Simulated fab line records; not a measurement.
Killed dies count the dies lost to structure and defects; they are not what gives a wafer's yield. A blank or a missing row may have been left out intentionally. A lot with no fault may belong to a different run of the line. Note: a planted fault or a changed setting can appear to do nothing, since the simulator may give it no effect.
Split-lot trial / flow n5-finfet / 36 wafers read from 7 lots, route of 1938 steps

THE SPLIT
At N5_BEOL_M6_TRENCH_ETCH_37 (etches SiCOH lowk in C4F6/O2, target depth 94.435 nm, time 31.5 s), the setting target-depth-a was moved away from the recipe's 944.35 angstrom on 14 of the 36 wafers read, by -17.6% to +52.7%. The other wafers ran this setting at the recipe's value.

FROM THE SPLIT TO THE READING: what the file shows between them, 11 steps
- N5_BEOL_M6_ETCH_41: etches SiCN in CH3F/O2, target depth 29.7 nm, time 52 s
- N5_BEOL_M6_STRIP_80: strips in N2/H2, time 10 s
- N5_BEOL_M6_OCD_MEAS_38
- N5_BEOL_M6_HM_STRIP_39: strips TiN in peroxide tin strip, target depth 25 nm, time 158 s
- N5_BEOL_M6_SRD_40: time 30 s
- N5_BEOL_M6_ECD_50: material Cu, target thk 300 nm
- N5_BEOL_M6_ANNEAL_51: time 90 s
- N5_BEOL_M6_CMP_52: polishes, stops on SiCOH lowk, t overpolish 6.9 s, target thk 80 nm
- N5_BEOL_M6_THK_MEAS_53: measures by xrf
- N5_BEOL_M6_PRE_CLEAN_55: time 15 s
- N5_BEOL_M6_DEP_56: deposits SiCN from 3MS/NH3, target thk 10 nm, time 17.5 s

THE READING
At N5_BEOL_M6_RS_MEAS_57, a four-point-probe measurement gives M6_RS in ohm/sq. On this fab line, fault-free wafers typically give 0.286 ohm/sq with a standard deviation of 0.0068 ohm/sq.

wafer=L077.1; tool, chamber at the split=rie-diel-05, 3; target-depth-a as run, angstrom=944.35; against the recipe=recipe; M6_RS, ohm/sq=0.283; against lot-mates on the recipe=-
wafer=L077.2; tool, chamber at the split=rie-diel-05, 0; target-depth-a as run, angstrom=1295; against the recipe=+37.1%; M6_RS, ohm/sq=0.190; against lot-mates on the recipe=-0.096
wafer=L077.3; tool, chamber at the split=rie-diel-05, 2; target-depth-a as run, angstrom=944.35; against the recipe=recipe; M6_RS, ohm/sq=0.288; against lot-mates on the recipe=-
wafer=L077.4; tool, chamber at the split=rie-diel-05, 1; target-depth-a as run, angstrom=1295; against the recipe=+37.1%; M6_RS, ohm/sq=0.185; against lot-mates on the recipe=-0.101
wafer=L077.5; tool, chamber at the split=rie-diel-05, 3; target-depth-a as run, angstrom=944.35; against the recipe=recipe; M6_RS, ohm/sq=0.288; against lot-mates on the recipe=-
wafer=L077.6; tool, chamber at the split=rie-diel-05, 2; target-depth-a as run, angstrom=1295; against the recipe=+37.1%; M6_RS, ohm/sq=0.185; against lot-mates on the recipe=-0.101
wafer=L081.1; tool, chamber at the split=rie-diel-06, 1; target-depth-a as run, angstrom=1208; against the recipe=+27.9%; M6_RS, ohm/sq=0.208; against lot-mates on the recipe=-0.090
wafer=L081.2; tool, chamber at the split=rie-diel-06, 0; target-depth-a as run, angstrom=1208; against the recipe=+27.9%; M6_RS, ohm/sq=0.208; against lot-mates on the recipe=-0.090
wafer=L081.3; tool, chamber at the split=rie-diel-06, 2; target-depth-a as run, angstrom=944.35; against the recipe=recipe; M6_RS, ohm/sq=0.297; against lot-mates on the recipe=-
wafer=L081.4; tool, chamber at the split=rie-diel-06, 2; target-depth-a as run, angstrom=944.35; against the recipe=recipe; M6_RS, ohm/sq=0.301; against lot-mates on the recipe=-
wafer=L081.5; tool, chamber at the split=rie-diel-06, 0; target-depth-a as run, angstrom=944.35; against the recipe=recipe; M6_RS, ohm/sq=0.295; against lot-mates on the recipe=-
wafer=L081.6; tool, chamber at the split=rie-diel-06, 1; target-depth-a as run, angstrom=1208; against the recipe=+27.9%; M6_RS, ohm/sq=0.207; against lot-mates on the recipe=-0.091
wafer=L082.1; tool, chamber at the split=rie-diel-06, 2; target-depth-a as run, angstrom=944.35; against the recipe=recipe; M6_RS, ohm/sq=0.286; against lot-mates on the recipe=-
wafer=L082.2; tool, chamber at the split=rie-diel-06, 0; target-depth-a as run, angstrom=944.35; against the recipe=recipe; M6_RS, ohm/sq=0.276; against lot-mates on the recipe=-
wafer=L082.3; tool, chamber at the split=rie-diel-06, 1; target-depth-a as run, angstrom=944.35; against the recipe=recipe; M6_RS, ohm/sq=0.285; against lot-mates on the recipe=-
wafer=L082.4; tool, chamber at the split=rie-diel-06, 0; target-depth-a as run, angstrom=944.35; against the recipe=recipe; M6_RS, ohm/sq=0.274; against lot-mates on the recipe=-
wafer=L082.5; tool, chamber at the split=rie-diel-06, 2; target-depth-a as run, angstrom=944.35; against the recipe=recipe; M6_RS, ohm/sq=0.280; against lot-mates on the recipe=-
wafer=L082.6; tool, chamber at the split=rie-diel-06, 1; target-depth-a as run, angstrom=944.35; against the recipe=recipe; M6_RS, ohm/sq=0.275; against lot-mates on the recipe=-
wafer=L087.2; tool, chamber at the split=rie-diel-05, 0; target-depth-a as run, angstrom=1424; against the recipe=+50.8%; M6_RS, ohm/sq=0.167; against lot-mates on the recipe=-0.108
wafer=L087.3; tool, chamber at the split=rie-diel-05, 1; target-depth-a as run, angstrom=1424; against the recipe=+50.8%; M6_RS, ohm/sq=0.164; against lot-mates on the recipe=-0.111
wafer=L087.6; tool, chamber at the split=rie-diel-05, 2; target-depth-a as run, angstrom=944.35; against the recipe=recipe; M6_RS, ohm/sq=0.275; against lot-mates on the recipe=-
wafer=L089.1; tool, chamber at the split=rie-diel-05, 1; target-depth-a as run, angstrom=1442; against the recipe=+52.7%; M6_RS, ohm/sq=0.160; against lot-mates on the recipe=-0.115
wafer=L089.2; tool, chamber at the split=rie-diel-05, 0; target-depth-a as run, angstrom=944.35; against the recipe=recipe; M6_RS, ohm/sq=0.275; against lot-mates on the recipe=-
wafer=L089.3; tool, chamber at the split=rie-diel-05, 2; target-depth-a as run, angstrom=944.35; against the recipe=recipe; M6_RS, ohm/sq=0.276; against lot-mates on the recipe=-
wafer=L089.4; tool, chamber at the split=rie-diel-05, 3; target-depth-a as run, angstrom=1442; against the recipe=+52.7%; M6_RS, ohm/sq=0.159; against lot-mates on the recipe=-0.116
wafer=L089.5; tool, chamber at the split=rie-diel-05, 3; target-depth-a as run, angstrom=944.35; against the recipe=recipe; M6_RS, ohm/sq=0.275; against lot-mates on the recipe=-
wafer=L089.6; tool, chamber at the split=rie-diel-05, 2; target-depth-a as run, angstrom=1442; against the recipe=+52.7%; M6_RS, ohm/sq=0.160; against lot-mates on the recipe=-0.115
wafer=L096.2; tool, chamber at the split=rie-diel-06, 1; target-depth-a as run, angstrom=944.35; against the recipe=recipe; M6_RS, ohm/sq=0.290; against lot-mates on the recipe=-
wafer=L096.4; tool, chamber at the split=rie-diel-06, 1; target-depth-a as run, angstrom=944.35; against the recipe=recipe; M6_RS, ohm/sq=0.286; against lot-mates on the recipe=-
wafer=L096.5; tool, chamber at the split=rie-diel-06, 2; target-depth-a as run, angstrom=944.35; against the recipe=recipe; M6_RS, ohm/sq=0.284; against lot-mates on the recipe=-
wafer=L097.1; tool, chamber at the split=rie-diel-06, 0; target-depth-a as run, angstrom=944.35; against the recipe=recipe; M6_RS, ohm/sq=0.288; against lot-mates on the recipe=-
wafer=L097.2; tool, chamber at the split=rie-diel-06, 3; target-depth-a as run, angstrom=944.35; against the recipe=recipe; M6_RS, ohm/sq=0.289; against lot-mates on the recipe=-
wafer=L097.3; tool, chamber at the split=rie-diel-06, 2; target-depth-a as run, angstrom=777.7; against the recipe=-17.6%; M6_RS, ohm/sq=0.364; against lot-mates on the recipe=+0.079
wafer=L097.4; tool, chamber at the split=rie-diel-06, 0; target-depth-a as run, angstrom=944.35; against the recipe=recipe; M6_RS, ohm/sq=0.279; against lot-mates on the recipe=-
wafer=L097.5; tool, chamber at the split=rie-diel-06, 2; target-depth-a as run, angstrom=777.7; against the recipe=-17.6%; M6_RS, ohm/sq=0.374; against lot-mates on the recipe=+0.089
wafer=L097.6; tool, chamber at the split=rie-diel-06, 3; target-depth-a as run, angstrom=777.7; against the recipe=-17.6%; M6_RS, ohm/sq=0.364; against lot-mates on the recipe=+0.079

THE FIT
A straight line over all 36 wafers: M6_RS changes by -0.00265 ohm/sq for each +1% of target-depth-a; r = -0.98; the points scatter about the line by 0.013 ohm/sq.
The same after taking each lot's own level away (the mean of its wafers on the recipe; 36 wafers): -0.00259 ohm/sq for each +1%; r = -0.97; scatter 0.014 ohm/sq.
The reading moves by 0.14 ohm/sq for the largest change in target-depth-a, on that fit.
Measured against the standard deviation above, the lots' own levels, which go from 0.2750 to 0.2977 ohm/sq, span 3.3 times it.
Hence the lot-to-lot level has little effect on the slope; both slopes agree.
Check: -0.135 ohm/sq against its lot-mates is what the line predicts for one of the wafers moved furthest among these (+52.7%) when that wafer is left out of the fit. Against them it came out at -0.115 ohm/sq.

THE WHOLE CHAIN: every reading that the file lists as answering this split, in the file's order
step=N5_BEOL_M6_TRENCH_ETCH_37; what it does=etches SiCOH lowk in C4F6/O2, target depth 94.435 nm, time 31.5 s; reading=etch.depth-nm (the simulator's own value, which no gauge read); change (the file's fit)=+0.958 nm for each +1% of the setting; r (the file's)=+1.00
step=N5_BEOL_M6_TRENCH_ETCH_37; what it does=etches SiCOH lowk in C4F6/O2, target depth 94.435 nm, time 31.5 s; reading=BEOL_M6.feature-depth-nm (the simulator's own value, which no gauge read); change (the file's fit)=+0.958 nm for each +1% of the setting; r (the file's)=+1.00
step=N5_BEOL_M6_TRENCH_ETCH_37; what it does=etches SiCOH lowk in C4F6/O2, target depth 94.435 nm, time 31.5 s; reading=TiN_of_BEOL_M6_HM_DEP_02.thk-nm (the simulator's own value, which no gauge read); change (the file's fit)=-0.0285 nm for each +1% of the setting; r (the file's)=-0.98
step=N5_BEOL_M6_OCD_MEAS_38; what it does=; reading=trench-depth-nm; change (the file's fit)=+0.951 nm for each +1% of the setting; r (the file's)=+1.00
step=N5_BEOL_M6_CMP_52; what it does=polishes, stops on SiCOH lowk, t overpolish 6.9 s, target thk 80 nm; reading=Cu_of_BEOL_M6_ECD_50.thk-nm (the simulator's own value, which no gauge read); change (the file's fit)=+0.962 nm for each +1% of the setting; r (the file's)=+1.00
step=N5_BEOL_M6_THK_MEAS_53; what it does=measures by xrf; reading=M6_THK; change (the file's fit)=+0.947 for each +1% of the setting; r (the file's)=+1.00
step=N5_BEOL_M6_RS_MEAS_57; what it does=measures by four-point-probe; reading=M6_RS; change (the file's fit)=-0.00254 for each +1% of the setting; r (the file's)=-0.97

FILE'S OWN FIT
M6_RS changes by -0.00254 ohm/sq for each +1% of target-depth-a, r = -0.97.
